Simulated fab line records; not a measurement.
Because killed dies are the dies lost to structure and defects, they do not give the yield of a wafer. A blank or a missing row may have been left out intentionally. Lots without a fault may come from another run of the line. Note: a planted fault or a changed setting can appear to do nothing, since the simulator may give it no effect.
Comparing a struck lot with a sound one | flow nand harc | 15 out of 1302 route steps
Sound: the wafers L151.1, L151.2, L151.6. Struck: wafers L142.2, L142.4, L142.6. Last of all comes the cause.
For every step that has rows: the tool of each side, followed by ch and its chambers, followed by its first start. Under that, the readings that differ: sound wafers | struck wafers | difference of the means | sigmas: that difference in standard deviations of wafers without a fault.
alike: readings whose means differ by less than 2 such deviations, and words and numbers that are the same on both sides. not compared: withheld readings, readings that some wafer has no value for, bounds like >300 that may hide the same value, and numbers for which the record gives no deviation and whose values overlap.
Wherever a step has rows on one side only, a row that says differs or no value, or a row with sigmas, the two part there. Numbers that have no deviation but don't overlap get no sigmas and don't part them. Lack of a reading on every wafer of one side parts them only where that side has two or more wafers.

first, 2 steps without rows for these wafers: NHARC_A_CONTACT_STRIP_104 (strips in CF4/CHF3); NHARC_A_CONTACT_STRIP_105 (strips in O2/COS).
NHARC_A_CONTACT_ETCH_106: etches the open film in CF4/O2, target depth 90 nm, overetch 9 nm, time 49.5 s.
  sound on rie diel-01 ch 2,3, day 29 00:35; struck on rie diel-04 ch 1,2, day 24 17:04
  alike: cf4 flow sccm, drypump motor current A, o2 flow sccm, oes product au, rf vpp V, showerhead plenum p Torr, throttle valve pct
  not compared: rf hours counter h
NHARC_A_CONTACT_STRIP_82: strips in O2.
  sound: rie diel-01 ch 2,3; struck: rie diel-04 ch 0,2,3
  alike: drypump motor current A, o2 flow sccm, oes product au, rf vpp V, showerhead plenum p Torr, throttle valve pct
  not compared: rf hours counter h
then, 1 step without rows for these wafers: NHARC_A_CONTACT_STRIP_83 (strips in post etch residue remover, time 600 s).
NHARC_A_CONTACT_DEP_84: deposits aC, target thk 2800 nm.
  sound on acl dep-01 ch 0, day 29 02:22; struck on acl dep-01 ch 0, day 24 18:51
  alike: throttle valve pct
NHARC_A_CONTACT_DEP_85: deposits SiON, target thk 60 nm.
  sound on pecvd-02 ch 0,1,2, day 29 04:05; struck on pecvd-02 ch 0,2, day 24 20:21
  alike: heater power w
then, 5 steps without rows for these wafers: NHARC_A_CONTACT_DEHYDRATE_00 (time 120 s); NHARC_A_CONTACT_HMDS_01 (time 30 s); NHARC_A_CONTACT_COAT_86 (time 75 s); NHARC_A_CONTACT_COAT_87 (time 65 s); NHARC_A_CONTACT_COAT_02 (resist thk 90 nm).
NHARC_A_CONTACT_SOFTBAKE_03: time 55 s.
  sound on litho track-04 ch 0, day 29 04:00; struck on litho track-06 ch 0, day 24 20:00
  reading                  | sound                | struck               | difference | sigmas
  heater power total W (W) | 188.70 188.68 188.30 | 190.69 190.87 190.75 | +2.21      | +17
  alike: exhaust pa
then, 2 steps without rows for these wafers: NHARC_A_CONTACT_EBR_04; NHARC_END_SORT_01.

== WHERE THEY PART ==
At NHARC_A_CONTACT_SOFTBAKE_03 and nowhere else, as far as this record goes.

WHY: what the simulator had put in
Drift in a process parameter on litho track-06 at NHARC_A_CONTACT_SOFTBAKE_03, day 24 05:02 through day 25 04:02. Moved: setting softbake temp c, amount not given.
